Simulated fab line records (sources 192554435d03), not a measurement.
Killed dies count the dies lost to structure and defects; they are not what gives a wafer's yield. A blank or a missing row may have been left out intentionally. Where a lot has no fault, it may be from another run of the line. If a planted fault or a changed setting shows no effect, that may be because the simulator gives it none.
Split-lot study + flow n5-finfet + 39 wafers read from 7 lots, route of 1938 steps

== ON THE SPLIT ==
At N5_BEOL_M4_DESCUM_33 (chemistry O2, time 7 s), the setting time-s was moved away from the recipe's 7 s on 9 of the 39 wafers read, by -40.3% to +51.6%. All remaining wafers had this setting at the recipe value.

The file shows no step between the split and the reading.

== THE READING ==
CAR-EUV_of_BEOL_M4_COAT_22.thk-nm (the simulator's own value, which no gauge read), in nm, at N5_BEOL_M4_ETCH_77 (etches underlayer in N2/H2, target depth 6.5 nm, time 5.2 s). No usual value for it is given in the file. Across the 30 wafers here that went through the recipe, the average is 20.4 nm and the standard deviation 0.095 nm.

| wafer  | tool, chamber at the split | time-s as run, s | against the recipe | CAR-EUV_of_BEOL_M4_COAT_22.thk-nm, nm | against lot-mates on the recipe |
|--------|----------------------------|------------------|--------------------|---------------------------------------|---------------------------------|
| L074.1 | rie-diel-04, 1,2,0,3,2     | 7                | recipe             | 20.4                                  | -                               |
| L074.2 | rie-diel-04, 1,2,0,3,2     | 7                | recipe             | 20.4                                  | -                               |
| L074.3 | rie-diel-04, 1,2,0,3,2     | 7                | recipe             | 20.4                                  | -                               |
| L074.4 | rie-diel-04, 1,2,0,3,2     | 7                | recipe             | 20.4                                  | -                               |
| L074.5 | rie-diel-04, 1,2,0,3,2     | 7                | recipe             | 20.4                                  | -                               |
| L074.6 | rie-diel-04, 3             | 7                | recipe             | 20.4                                  | -                               |
| L078.1 | rie-diel-03, 3,0,1,2,3     | 7                | recipe             | 20.2                                  | -                               |
| L078.2 | rie-diel-03, 3,0,1,2,3     | 7                | recipe             | 20.2                                  | -                               |
| L078.6 | rie-diel-03, 3,0,1,2,3     | 7                | recipe             | 20.2                                  | -                               |
| L078.3 | rie-diel-03, 3,0,1,2,3     | 7                | recipe             | 20.4                                  | -                               |
| L078.4 | rie-diel-03, 3,0,1,2,3     | 7                | recipe             | 20.4                                  | -                               |
| L078.5 | rie-diel-03, 2             | 7                | recipe             | 20.4                                  | -                               |
| L083.1 | rie-diel-05, 0,1,2,2,3     | 7                | recipe             | 20.2                                  | -                               |
| L083.3 | rie-diel-05, 0,1,2,2,3     | 7                | recipe             | 20.2                                  | -                               |
| L083.2 | rie-diel-05, 0,1,2,2,3     | 7                | recipe             | 20.4                                  | -                               |
| L083.4 | rie-diel-05, 3             | 7                | recipe             | 20.4                                  | -                               |
| L083.5 | rie-diel-05, 0,1,2,2,3     | 7                | recipe             | 20.4                                  | -                               |
| L083.6 | rie-diel-05, 0,1,2,2,3     | 7                | recipe             | 20.4                                  | -                               |
| L087.1 | rie-diel-05, 0,2           | 7                | recipe             | 20.6                                  | -                               |
| L087.2 | rie-diel-05, 0,2           | 7                | recipe             | 20.4                                  | -                               |
| L087.3 | rie-diel-05, 3             | 7                | recipe             | 20.4                                  | -                               |
| L087.4 | rie-diel-05, 1,3,2         | 4.989            | -28.7%             | 21.4                                  | +0.9                            |
| L087.5 | rie-diel-05, 1,3,2         | 4.989            | -28.7%             | 21.4                                  | +0.9                            |
| L087.6 | rie-diel-05, 1,3,2         | 4.989            | -28.7%             | 21.4                                  | +0.9                            |
| L088.1 | rie-diel-05, 1,0           | 7                | recipe             | 20.4                                  | -                               |
| L088.2 | rie-diel-05, 1,0           | 7                | recipe             | 20.4                                  | -                               |
| L088.3 | rie-diel-05, 3,2           | 10.61            | +51.6%             | 18.6                                  | -1.7                            |
| L088.4 | rie-diel-05, 2             | 7                | recipe             | 20.2                                  | -                               |
| L088.5 | rie-diel-05, 3,2           | 10.61            | +51.6%             | 18.4                                  | -1.9                            |
| L088.6 | rie-diel-05, 1             | 10.61            | +51.6%             | 18.8                                  | -1.5                            |
| L090.1 | rie-diel-03, 1,3,1         | 7                | recipe             | 20.4                                  | -                               |
| L090.4 | rie-diel-03, 1,3,1         | 7                | recipe             | 20.4                                  | -                               |
| L090.6 | rie-diel-03, 1,3,1         | 7                | recipe             | 20.4                                  | -                               |
| L090.2 | rie-diel-03, 3,0,0         | 4.176            | -40.3%             | 21.8                                  | +1.4                            |
| L090.3 | rie-diel-03, 3,0,0         | 4.176            | -40.3%             | 21.8                                  | +1.4                            |
| L090.5 | rie-diel-03, 3,0,0         | 4.176            | -40.3%             | 21.8                                  | +1.4                            |
| L094.1 | rie-diel-05, 1             | 7                | recipe             | 20.4                                  | -                               |
| L094.6 | rie-diel-05, 2,1           | 7                | recipe             | 20.4                                  | -                               |
| L094.3 | rie-diel-05, 2,1           | 7                | recipe             | 20.2                                  | -                               |
If several chambers appear in one row, that row covers several wafers at once and the file leaves open which wafer was in which chamber.

FIT RESULTS
A straight line over all 39 wafers: CAR-EUV_of_BEOL_M4_COAT_22.thk-nm changes by -0.0349 nm for each +1% of time-s; r = -0.99; the points scatter about the line by 0.099 nm.
The same after taking each lot's own level away (the mean of its wafers on the recipe; 39 wafers): -0.0338 nm for each +1%; r = -0.99; scatter 0.087 nm.
On that fit, the largest move of time-s shifts the reading by 1.7 nm.
The span of the lots' own levels, 20.30 to 20.47 nm, comes to 1.8 times the standard deviation stated above.
Hence the lot-to-lot level has little effect on the slope; both slopes agree.
Check: with one of the wafers moved furthest among these (+51.6%) left out of the fit, the line predicts -1.74 nm for it against its lot-mates. It came out at -1.73 nm against them.

== FURTHER SPLITS ON THESE WAFERS ==
These wafers also went through other splits before the reading. Each is held against what the fit with the lots' levels taken away leaves over:
| other split on the same wafers    | wafers away from the commonest value | r with CAR-EUV_of_BEOL_M4_COAT_22.thk-nm (lot level and that fit taken away) |
|-----------------------------------|--------------------------------------|------------------------------------------------------------------------------|
| N5_BEOL_M1_HM_DEP_02 target-thk-a | 18                                   | +0.15                                                                        |

== THE WHOLE CHAIN: every reading that the file lists as answering this split, in the file's order ==
| step                 | what it does                                                | reading                                                                            | change (the file's fit)                | r (the file's) |
|----------------------|-------------------------------------------------------------|------------------------------------------------------------------------------------|----------------------------------------|----------------|
| N5_BEOL_M4_DESCUM_33 | chemistry O2, time 7 s                                      | CAR-EUV_of_BEOL_M4_COAT_22.thk-nm (the simulator's own value, which no gauge read) | -0.0359 nm for each +1% of the setting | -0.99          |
| N5_BEOL_M4_ETCH_77   | etches underlayer in N2/H2, target depth 6.5 nm, time 5.2 s | CAR-EUV_of_BEOL_M4_COAT_22.thk-nm (the simulator's own value, which no gauge read) | -0.0338 nm for each +1% of the setting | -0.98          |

== FILE'S OWN FIT ==
CAR-EUV_of_BEOL_M4_COAT_22.thk-nm changes by -0.0338 nm for each +1% of time-s, r = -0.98.
